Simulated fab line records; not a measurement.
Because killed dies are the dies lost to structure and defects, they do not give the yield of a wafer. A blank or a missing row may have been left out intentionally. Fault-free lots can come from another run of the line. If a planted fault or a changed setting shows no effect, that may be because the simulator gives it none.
Chamber matching / flow nand-harc / NHARC_A_STAIRCASE_DEP_259 on pecvd-02: 3 sister chambers
The step deposits SiON, target thk 30 nm. 3 wafers are shown with their chamber, then 9 later ones without.

== WAFERS WITH THEIR CHAMBER ==
wafer=L082.3; chamber=1; heater-power-w (W)=697
wafer=L082.4; chamber=0; heater-power-w (W)=736
wafer=L082.6; chamber=2; heater-power-w (W)=784

== WAFERS WITHOUT THEIR CHAMBER ==
wafer=L093.1; heater-power-w (W)=739
wafer=L093.2; heater-power-w (W)=799
wafer=L093.3; heater-power-w (W)=781
wafer=L096.2; heater-power-w (W)=827
wafer=L096.5; heater-power-w (W)=678
wafer=L096.6; heater-power-w (W)=753
wafer=L095.1; heater-power-w (W)=722
wafer=L095.2; heater-power-w (W)=775
wafer=L095.3; heater-power-w (W)=815

== CHAMBER TAKEN BY EACH ==
wafer=L093.1; from the rows above=can't be placed: 0 or 1 or 2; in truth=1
wafer=L093.2; from the rows above=2; in truth=2
wafer=L093.3; from the rows above=can't be placed: 2 or 0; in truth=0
wafer=L096.2; from the rows above=2; in truth=2
wafer=L096.5; from the rows above=can't be placed: 1 or 0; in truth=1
wafer=L096.6; from the rows above=can't be placed: 0 or 2 or 1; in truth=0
wafer=L095.1; from the rows above=can't be placed: 0 or 1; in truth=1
wafer=L095.2; from the rows above=can't be placed: 2 or 0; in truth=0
wafer=L095.3; from the rows above=2; in truth=2
Correctly placed: 3 of 9. Can't be placed from these rows: 6 (the true chamber is among the candidates in 6). Number placed wrongly: 0.
How it was worked out, from the rows above alone: a wafer's distance from a chamber is the root of the sum, over the readings, of the square of ((its reading less the chamber's mean) divided by the reading's scatter). If the next closest chamber is less than 2 further off than the closest, the wafer can't be placed; otherwise it belongs to the closest. Each chamber's mean is taken over the wafers shown for it. The scatter: with one shown wafer a chamber, the root of the mean of the squares of how far each hidden wafer lies from its nearest shown one.
